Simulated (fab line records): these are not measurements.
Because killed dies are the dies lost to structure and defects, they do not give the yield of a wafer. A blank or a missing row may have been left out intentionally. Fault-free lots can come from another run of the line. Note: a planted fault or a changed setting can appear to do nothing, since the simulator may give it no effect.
fab line records	flow n5_finfet
record: lots: 11	wafers: 30	last_day: 19
route steps=1938 shown BEOL_M4@1111 MIM_BOT_LITHO@1863 TV_OPEN@1890 PASSIVATION@1916 END@1938
lots that met no fault: taken from a fault-free run of the same line
start_h: hours from the record's opening day to when the first of the lot's shown wafers began	wait_h: time in hours since the lot's previous step	" identical to the entry in the row above	L1.1+2: a row that stands for several wafers	- value missing, or start not given	* or withheld: withheld	< > ~ a bound
route shown NAME@n: NAME is a module with steps in the file, n the number in the route of the first one	usual: mean/standard deviation of fault-free wafers	same: alike in all rows	chamber/n: place in a boat	sites: the reading at each site	_std_site: the standard deviation of these	_edge_site: mean of outer sites minus mean of inner sites	radius_mm: for every site, how far away it sits from the centre of the wafer	mask NAME#n: copy n	behind: the last tool/chamber to shape the wafer	hold: why the lot went on hold/how many hours it stayed there/how the hold came to an end	device: which transistor (n, p or np) failed to switch	end of line: tests of these same wafers at the route's end	for a step that has no rows: nothing shown but its recipe	killed: the dies lost at the first sort to structure and to defects; this is not the yield of the wafer	map: a wafer's dies, x killed, . not, _ none there
set.NAME: the setting that was run; set.NAME@STEP: the one run at that earlier step	model.NAME: the simulator's own value behind a step, which no gauge read
the route's steps for a sample of lots (tables are steps, rows are wafers)
services: a tool's chamber out of use, with start hour (start_h, from the record's first day; less than 0 if before it), hours out, and reason
== steps ==
step: N5_BEOL_M4_RC_MEAS_101
usual: DIBL_N: 36.5/1.9	DIBL_P: 36.4/2.2	IOFF_N: 0.17/0.034	IOFF_P: 0.21/0.036	ION_N: 678/12	ION_P: 462/7.1	SS_N: 71.7/0.61	SS_P: 73.4/0.71	VT_N: 249/3.5	VT_P: -251/3
lot.wafer	tool	chamber	start_h	wait_h	DIBL_N[mV/V]	DIBL_P[mV/V]	IOFF_N[nA/um]	IOFF_P[nA/um]	ION_N[uA/um]	ION_P[uA/um]	SS_N[mV/dec]	SS_P[mV/dec]	VT_N[mV]	VT_P[mV]
L756.1	prober-02	0	185.35	0.0	37.6	37.9	0.16	0.23	671	455	71.6	73.9	248	-250
L756.2	"	0	"	"	40.3	40.5	0.23	0.27	691	471	71.8	75.4	243	-247
L756.6	"	0	"	"	36.1	35.1	0.15	0.18	666	453	70.9	73.0	251	-253
L755.2	prober-01	0	185.84	0.2	37.7	37.9	0.21	0.25	689	467	72.5	74.7	244	-249
L755.3	"	0	"	"	36.6	37.3	0.18	0.23	679	465	71.9	74.8	248	-250
L755.5	"	0	"	"	37.5	37.5	0.19	0.23	683	461	72.7	73.5	246	-251
L759.3	prober-01	0	193.03	0.3	34.2	34.7	0.15	0.20	675	464	70.5	72.9	249	-249
L759.5	"	0	"	"	34.4	34.6	0.15	0.20	676	471	70.9	73.6	250	-248
L760.1	prober-02	0	209.41	0.0	38.1	38.5	0.20	0.25	687	464	71.9	73.6	246	-249
L760.4	"	0	"	"	35.4	33.8	0.14	0.18	670	456	71.4	72.7	251	-252
L760.6	"	0	"	"	39.0	39.9	0.22	0.28	688	473	72.3	74.6	245	-248
L763.2	prober-01	0	237.59	0.2	36.3	34.0	0.13	0.17	664	456	70.8	72.6	253	-258
L763.4	"	0	"	"	36.0	33.9	0.13	0.16	671	453	70.9	73.0	252	-255
L763.5	"	0	"	"	35.0	32.9	0.12	0.16	658	458	71.3	72.2	256	-256
L762.1	prober-02	0	238.07	0.0	34.9	34.9	0.15	0.20	681	470	71.3	73.2	247	-250
L762.3	"	0	"	"	35.3	33.9	0.15	0.19	666	458	71.8	72.7	249	-248
L762.6	"	0	"	"	34.3	33.7	0.14	0.19	667	469	71.0	72.7	250	-253
L766.1	prober-02	0	274.55	0.0	35.0	34.6	0.12	0.17	667	456	71.5	72.6	256	-254
L766.4	"	0	"	"	35.8	35.2	0.13	0.18	664	452	71.1	72.2	254	-252
L774.2	prober-01	0	298.12	0.2	36.8	38.1	0.18	0.22	676	468	71.6	73.6	248	-252
L774.3	"	0	"	"	35.3	37.1	0.16	0.19	673	456	72.2	72.8	251	-254
L774.5	"	0	"	"	35.3	37.4	0.17	0.20	689	470	72.2	72.9	249	-252
L772.2	prober-01	0	299.99	0.2	36.4	37.1	0.16	0.21	674	459	71.1	73.2	250	-251
L772.4	"	0	"	"	36.3	36.7	0.17	0.21	700	474	71.9	73.1	247	-251
L777.1	prober-01	0	333.86	0.0	33.3	33.5	0.13	0.15	663	460	71.1	72.2	250	-253
L777.5	"	0	"	"	37.5	38.2	0.19	0.21	677	459	72.0	73.9	248	-250
L777.6	"	0	"	"	36.8	36.7	0.18	0.20	680	460	71.3	73.4	244	-252
L778.1	prober-01	0	347.71	0.0	36.4	35.3	0.16	0.21	669	459	71.8	73.7	250	-250
L778.3	"	0	"	"	34.1	32.6	0.13	0.17	673	464	71.4	72.4	253	-253
L778.5	"	0	"	"	34.1	32.6	0.13	0.18	676	466	71.1	73.0	251	-252
step: N5_MIM_BOT_LITHO_OVL_MEAS_11
recipe: points_per_wafer: 44
usual: MIM_BOT_OVL: 4/4.5
lot.wafer	tool	chamber	start_h	wait_h	MIM_BOT_OVL[nm]
L756.1	overlay-01	0	281.04	0.0	0
L756.2	"	0	"	"	7
L756.6	"	0	"	"	8
L755.2	overlay-02	0	296.07	0.0	-4
L755.3	"	0	"	"	0
L755.5	"	0	"	"	-2
L759.3	overlay-01	0	309.55	0.0	5
L759.5	"	0	"	"	5
L760.1	overlay-02	0	330.39	0.0	9
L760.4	"	0	"	"	10
L760.6	"	0	"	"	12
L762.1	overlay-01	0	334.54	0.0	-2
L762.3	"	0	"	"	-2
L762.6	"	0	"	"	-4
L763.2	overlay-01	0	344.23	0.0	2
L763.4	"	0	"	"	1
L763.5	"	0	"	"	2
L766.1	overlay-01	0	381.45	0.0	6
L766.4	"	0	"	"	4
L774.2	overlay-02	0	401.28	0.0	3
L774.3	"	0	"	"	10
L774.5	"	0	"	"	9
L772.2	overlay-01	0	404.71	0.0	9
L772.4	"	0	"	"	10
L777.1	overlay-01	0	436.68	0.0	4
L777.5	"	0	"	"	9
L777.6	"	0	"	"	6
L778.1	overlay-01	0	455.96	0.0	7
L778.3	"	0	"	"	5
L778.5	"	0	"	"	2
step: N5_PASSIVATION_ETCH_15
recipe: chemistry: CF4/N2	target: SiCN	target_depth_a: 750	taper_deg: 2	time_s: 81.2	ion_energy_ev: 150	mask_material: SiNx	pressure_mtorr: 40	source_w: 430	bias_w: 70	Ar_flow_sccm: 100	cf4_flow_sccm: 60	n2_flow_sccm: 60
usual: drypump_motor_current_A: 5.6/0.42	oes_product_au: 0.78/0.088	rf_vpp_V: 382.0/1.7	showerhead_plenum_p_Torr: 2.20/0.06	throttle_valve_pct: 15.48/0.26
lot.wafer	tool	chamber	start_h	wait_h	drypump_motor_current_A	oes_product_au	rf_hours_counter_h	rf_vpp_V	showerhead_plenum_p_Torr	throttle_valve_pct
L756.1	rie_diel-06	2	284.99	-	5.6	0.73	205	383.8	2.29	15.54
L756.2	"	3	"	"	5.7	0.70	211	384.8	2.27	15.66
L756.6	"	0	"	"	5.2	0.76	-	380.5	2.13	15.72
L755.2	rie_diel-06	3	298.08	-	5.6	0.69	216	384.2	2.27	15.66
L755.3	"	2	"	"	5.6	0.72	210	382.7	2.28	15.56
L755.5	"	3	"	"	5.6	0.69	-	383.8	2.27	15.66
L759.3	rie_diel-05	0	313.98	-	5.2	0.81	116	379.1	2.14	15.21
L759.5	"	2	"	"	6.2	0.80	-	382.4	2.22	15.12
L760.1	rie_diel-06	0	333.12	-	5.1	0.75	155	380.3	2.13	15.74
L760.4	"	3	"	"	5.6	0.68	228	383.5	2.26	15.68
L760.6	"	2	"	"	5.6	0.73	-	384.4	2.28	15.56
L762.1	rie_diel-02	2	336.38	-	6.0	0.73	205	382.5	2.18	15.51
L762.3	"	1	"	"	5.7	0.78	93	380.2	2.14	15.57
L762.6	"	3	"	"	5.6	0.87	-	381.6	2.14	15.20
L763.2	rie_diel-02	0	347.08	-	5.1	0.67	232	383.8	2.28	15.91
L763.4	"	1	"	"	5.7	0.78	96	380.8	2.14	15.58
L763.5	"	3	"	"	5.7	0.85	-	380.1	2.14	15.21
L766.1	rie_diel-06	2	383.65	-	5.7	0.70	236	384.3	2.27	15.60
L766.4	"	1	"	"	6.5	0.90	19	381.2	2.16	15.14
L774.2	rie_diel-02	2	403.16	-	6.0	0.62	224	380.8	2.17	15.54
L774.3	"	0	"	"	5.1	0.66	246	383.4	2.27	15.92
L774.5	"	0	"	"	5.1	0.57	-	382.9	2.27	15.93
L772.2	rie_diel-05	1	406.93	-	5.6	0.93	19	384.3	2.25	15.10
L772.4	"	3	"	"	5.1	0.87	48	381.6	2.17	15.43
L777.1	rie_diel-06	1	438.77	-	6.5	0.89	35	381.9	2.16	15.20
L777.5	"	1	"	"	6.5	0.89	-	381.4	2.16	15.18
L777.6	"	0	"	"	5.2	0.73	-	378.0	2.11	15.79
L778.1	rie_diel-05	1	458.16	-	5.6	0.92	33	383.3	2.24	15.11
L778.3	"	3	"	"	5.1	0.85	63	380.7	2.16	15.47
L778.5	"	0	"	"	5.2	0.76	-	380.2	2.12	15.29
step: N5_PASSIVATION_PECVD_35
recipe: material: SiNx	target_thk_a: 7000	temp_c: 400	precursor: SiH4/NH3/N2	pressure_torr: 4.9	rf_w: 1406	time_s: 151.3
usual: chamber_pressure_Torr: 4.900/0.011	heater_power_w: 343/100	showerhead_plenum_p_Torr: 8.67/0.096	throttle_valve_pct: 28.8/1.3
lot.wafer	tool	chamber	start_h	wait_h	chamber_pressure_Torr	heater_power_w	showerhead_plenum_p_Torr	throttle_valve_pct
L756.1	pecvd-01	0	287.56	0.1	4.901	457	8.77	26.2
L756.2	"	1	"	"	4.914	312	8.64	29.6
L756.6	"	2	"	"	4.894	204	8.60	28.4
L755.2	pecvd-01	2	300.84	0.1	4.891	327	8.61	28.6
L755.3	"	1	"	"	4.887	385	8.63	29.5
L755.5	"	1	"	"	4.903	246	8.63	29.7
L759.3	pecvd-03	2	316.32	0.1	4.894	445	8.49	28.7
L759.5	"	0	"	"	4.899	219	8.58	28.6
L760.1	pecvd-03	1	335.69	0.1	4.903	453	8.67	28.8
L760.4	"	1	"	"	4.918	507	8.65	28.7
L760.6	"	2	"	"	4.883	447	8.50	28.6
L762.1	pecvd-04	0	341.21	0.1	4.894	175	8.82	30.6
L762.3	"	2	"	"	4.899	258	8.75	28.4
L762.6	"	2	"	"	4.910	304	8.75	28.3
L763.2	pecvd-03	0	350.31	0.1	4.892	294	8.62	28.4
L763.4	"	1	"	"	4.898	565	8.68	28.7
L763.5	"	0	"	"	4.898	325	8.60	28.2
L766.1	pecvd-04	1	386.90	0.1	4.886	207	8.64	30.0
L766.4	"	1	"	"	4.897	259	8.63	29.8
L774.2	pecvd-01	2	405.61	0.1	4.906	337	8.58	28.6
L774.3	"	0	"	"	4.910	441	8.79	26.9
L772.2	pecvd-01	0	410.17	0.1	4.902	444	8.77	26.2
L772.4	"	1	"	"	4.888	342	8.62	29.8
L777.1	pecvd-01	0	441.21	0.1	4.894	426	8.80	26.5
L777.5	"	2	"	"	4.888	202	8.62	28.6
L777.6	"	1	"	"	4.895	377	8.63	29.9
L778.1	pecvd-03	0	461.25	0.1	4.892	263	8.61	28.3
L778.3	"	1	"	"	4.903	559	8.67	29.0
L778.5	"	0	"	"	4.897	295	8.58	28.3
step: N5_PASSIVATION_PROBE_49
usual: defect_limited_yield: 91.0/1.5	killed_at_M0_to_M3: 35/11	killed_at_M4_up: 13/5	killed_at_contacts: 12/5.9	killed_at_front_end: 42/13	killed_at_other: 3/3.2	killed_dies: 106/18	killed_on_rim: 14/4.2	killed_open: 69/13	killed_short: 35/8.9	sort_bin_5_function: 5.2/0.95	sort_bin_6_memory: 3.3/0.71	sort_n_pass: 1074/18	sort_yield_pct: 91.0/1.5
same: gross_dies: 1180	killed_at_back_side: 0	sort_bin_4_leakage[%]: 0	sort_bin_8_speed[%]: 0
lot.wafer	tool	chamber	start_h	wait_h	defect_limited_yield[%]	killed_at_M0_to_M3	killed_at_M4_up	killed_at_contacts	killed_at_front_end	killed_at_other	killed_dies	killed_on_rim	killed_open	killed_short	sort_bin_5_function[%]	sort_bin_6_memory[%]	sort_n_pass	sort_yield_pct[%]
L774.2	prober-02	-	409.66	0.1	72.0	56	13	14	49	198	330	89	79	52	22.9	4.7	850	72.0
L774.3	prober-02	-	409.71	0.1	89.6	49	12	11	49	2	123	15	74	49	6.9	3.0	1057	89.6
L774.5	prober-02	-	409.81	0.2	8.1	52	14	14	57	947	1084	121	85	48	86.6	4.8	96	8.1
killed by level:class
L774.2 TV_OPEN:area_etch=197 BEOL_M0_SAQP:geometric_particle:short=19 STI_FIN_REVEAL:geometric_particle:open=14 BEOL_M0_SAQP:geometric_particle:open=14 MOL_CONTACT_COAG:geometric_particle:open=11 FIN_SAQP:geometric_particle:short=10 BEOL_M1:geometric_particle:open=6 FIN_SAQP:geometric_particle:open=5
L774.3 FIN_SAQP:geometric_particle:open=16 BEOL_M0_SAQP:geometric_particle:short=15 FIN_SAQP:geometric_particle:short=11 MOL_CONTACT_COAG:geometric_particle:open=9 BEOL_M0_SAQP:geometric_particle:open=8 BEOL_M2:geometric_particle:short=8 BEOL_M2:geometric_particle:open=6 BEOL_M1:geometric_particle:open=6
L774.5 TV_OPEN:area_etch=946 BEOL_M0_SAQP:geometric_particle:open=16 STI_FIN_REVEAL:geometric_particle:open=14 FIN_SAQP:geometric_particle:short=12 MOL_CONTACT_COAG:geometric_particle:open=10 FIN_SAQP:geometric_particle:open=8 BEOL_M0_SAQP:geometric_particle:short=8 BEOL_M4:geometric_particle:open=7
step: N5_PASSIVATION_INSPECT_57
recipe: inspect_instrument: macro	mode: outgoing
usual: raw_defect_count: 2.2/1.4
lot.wafer	tool	chamber	start_h	wait_h	raw_defect_count
L756.1	defect_inspect-01	-	291.60	0.0	2
L756.2	"	-	"	"	1
L756.6	"	-	"	"	0
L755.2	defect_inspect-02	-	305.06	0.0	1
L755.3	"	-	"	"	2
L755.5	"	-	"	"	3
L759.3	defect_inspect-01	-	320.74	0.0	2
L759.5	"	-	"	"	3
L760.1	defect_inspect-01	-	340.22	0.0	4
L760.4	"	-	"	"	1
L760.6	"	-	"	"	0
L762.1	defect_inspect-01	-	345.25	0.0	2
L762.3	"	-	"	"	6
L762.6	"	-	"	"	3
L763.2	defect_inspect-02	-	354.36	0.0	1
L763.4	"	-	"	"	1
L763.5	"	-	"	"	2
L766.1	defect_inspect-01	-	390.95	0.0	3
L766.4	"	-	"	"	1
L774.2	defect_inspect-02	-	409.96	0.0	0
L774.3	"	-	"	"	3
L772.2	defect_inspect-01	-	414.45	0.0	0
L772.4	"	-	"	"	4
L777.1	defect_inspect-01	-	445.26	0.0	0
L777.5	"	-	"	"	4
L777.6	"	-	"	"	2
L778.1	defect_inspect-01	-	465.44	0.0	4
L778.3	"	-	"	"	0
L778.5	"	-	"	"	1
== services ==
tool	chamber	start_h	hours	kind
rie_diel-02	0	271.01	5.8	repair
rie_diel-06	1	271.31	-	clean
rie_diel-06	1	271.31	-	consumable_replace:focus_ring
rie_diel-06	1	271.31	32.9	scheduled_down
rie_diel-06	1	271.31	32.9	vent_cycle
pecvd-03	1	278.44	12.3	repair
rie_diel-06	-	295.07	0.1	repair
pecvd-03	0	300.65	12.7	repair
pecvd-01	0	310.77	1.8	repair
rie_diel-05	3	319.91	10.7	repair
pecvd-04	1	321.81	5.6	repair
pecvd-01	-	326.53	0.5	repair
rie_diel-02	1	328.63	4.6	repair
pecvd-01	-	330.65	0.3	repair
pecvd-01	-	332.47	1.4	repair
rie_diel-02	0	358.37	6.8	repair
rie_diel-05	-	361.43	1.6	repair
rie_diel-02	-	370.37	2.8	pm
pecvd-04	-	398.81	2.8	pm
rie_diel-06	1	410.30	9.1	repair
pecvd-01	1	428.77	2.4	repair
pecvd-04	1	450.33	4.3	repair
pecvd-01	-	451.13	0.7	repair
pecvd-03	-	452.93	0.9	repair
== key ==
first_sign: step: N5_PASSIVATION_PROBE_49	reading: killed_at_other	direction: up	sigmas: 99+	usual: 3	struck: 572
effect: step: N5_PASSIVATION_PROBE_49	reading: sort_bin_5_function	direction: up	sigmas: 52	usual: 5.2	struck: 54.7
more_kills_born_at: N5_PASSIVATION_ETCH_15@rie_diel-02: 1143
met_at N5_PASSIVATION_ETCH_15
struck_lots L774
struck_wafers L774.2,L774.5
later_rows_left_out L774.5
not_acting_at N5_MIM_BOT_LITHO_OVL_MEAS_11,N5_PASSIVATION_PECVD_35,N5_PASSIVATION_INSPECT_57
onset_between 347.08 403.16
fault: kind: process_parameter_drift	tool: rie_diel-02	chamber: -	onset_h: 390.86	steps: N5_PASSIVATION_ETCH_15	channel: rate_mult	offset: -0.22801	shape: step	end_h: 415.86	scope: struck_wafers_only
later_rows_left_out: the simulator's readings of these wafers behind a module that went badly wrong aren't trusted and aren't shown, but for the sort
